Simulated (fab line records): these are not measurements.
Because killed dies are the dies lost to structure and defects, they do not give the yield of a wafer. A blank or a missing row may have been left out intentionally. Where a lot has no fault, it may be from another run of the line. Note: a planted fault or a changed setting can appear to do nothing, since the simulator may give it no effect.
Comparing a struck lot with a sound one | flow nand harc | 15 steps out of a route of 1302
Sound: these wafers, L939.1, L939.3, L939.6. Wafers struck: L935.1, L935.3, L935.6. At the end, the cause is stated.
Order at every step that has rows: each side's tool, ch and its chambers, its first start. Under that, the readings that differ: sound wafers | struck wafers | difference of the means | sigmas: that difference in standard deviations of wafers without a fault.
alike: readings with means less than 2 such deviations apart, plus words and numbers identical on both sides. not compared: withheld readings, readings lacking a value on some wafer, bounds such as >300 that could conceal the same value, and numbers that have no deviation in the record and whose values overlap.
The two part at a step that has a row with sigmas, a row that says differs or no value, or rows on one side only. Numbers that have no deviation but don't overlap get no sigmas and don't part them. A reading that every wafer of one side lacks parts them only if that side has two wafers or more.

first, 7 steps without rows for these wafers: NHARC_A_BONDPAD_COAT_33 (time 65 s); NHARC_A_BONDPAD_COAT_03 (resist thk 600 nm); NHARC_A_BONDPAD_SOFTBAKE_04 (time 70 s); NHARC_A_BONDPAD_EBR_05; NHARC_A_BONDPAD_EXPOSE_06 (exposes mask A BPAD); NHARC_A_BONDPAD_PEB_07 (peb time 80 s); NHARC_A_BONDPAD_DEVELOP_08 (time 50 s).
NHARC_A_BONDPAD_CD_MEAS_09 targets a cd of 500 nm.
  sound on cd sem-02 ch 0, day 32 03:41; struck on cd sem-03 ch 0, day 30 05:28
  alike: cd nm
NHARC_A_BONDPAD_OVL_MEAS_35:
  sound: overlay-01 at day 32 03:46; struck: overlay-02 at day 30 05:34
  reading           | sound       | struck | difference | sigmas
  overlay x nm (nm) | -10 -10 -10 | 3 3 3  | +13        | +2
  alike: overlay y nm
then, 1 step without rows for these wafers: NHARC_A_BONDPAD_HARDBAKE_10 (time 65 s).
NHARC_A_BONDPAD_DESCUM_11: chemistry O2, time 3 s.
  sound on rie diel-06 ch 0,1,2, day 32 03:55; struck on rie diel-05 ch 0,1,3, day 30 05:41
  alike: chamber pressure mTorr, drypump motor current A, oes product au, rf vpp V, showerhead plenum p Torr, throttle valve pct
  not compared: rf hours counter h
NHARC_A_BONDPAD_ETCH_34: etches the open film in N2/H2, target depth 60 nm, overetch 18 nm, time 65.91 s.
  sound on rie diel-06 ch 1,3, day 32 03:59; struck on rie diel-05 ch 0,2, day 30 05:47
  alike: bias w, chamber pressure mTorr, drypump motor current A, n2 flow sccm, oes product au, rf fwd power W, rf vpp V, showerhead plenum p Torr, throttle valve pct
  not compared: rf hours counter h
NHARC_A_BONDPAD_ETCH_12: etches the open film in CHF3/O2, target depth 220 nm, time 110 s.
  sound on rie diel-06 ch 0,2,3, day 32 04:05; struck on rie diel-05 ch 0,3, day 30 05:52
  no value came back on the struck wafers for any of 8 readings (bias w (W), chamber pressure mTorr (mTorr) and others); on the sound wafers bias w (W) reads 200.0 199.9 199.2
  not compared: rf hours counter h
NHARC_A_BONDPAD_CD_MEAS_13:
  sound: cd sem-02 at day 32 04:13; struck: cd sem-01 at day 30 06:01
  alike: cd nm
NHARC_END_SORT_01:
  sound on prober-01 ch 0, day 33 10:52; struck on prober-01 ch 0, day 31 12:05
  reading                  | sound          | struck                                                               | difference                   | sigmas
  hold                     | - - -          | await dispo/1.9h/scrap await dispo/1.9h/scrap await dispo/1.9h/scrap | no value on the sound wafers |
  defect limited yield (%) | 91.9 90.5 92.5 | 0 0 0                                                                | -92                          | -35
  killed at array          | 52 60 48       | 673 676 669                                                          | +619                         | +36
  killed dies              | 55 64 51       | 677 677 677                                                          | +620                         | +36
  alike: killed at other, killed at periphery, killed open, killed short

== WHERE THEY PART ==
Last at NHARC_END_SORT_01 as far as this record goes, first at NHARC_A_BONDPAD_OVL_MEAS_35.

WHY: the cause the simulator had injected
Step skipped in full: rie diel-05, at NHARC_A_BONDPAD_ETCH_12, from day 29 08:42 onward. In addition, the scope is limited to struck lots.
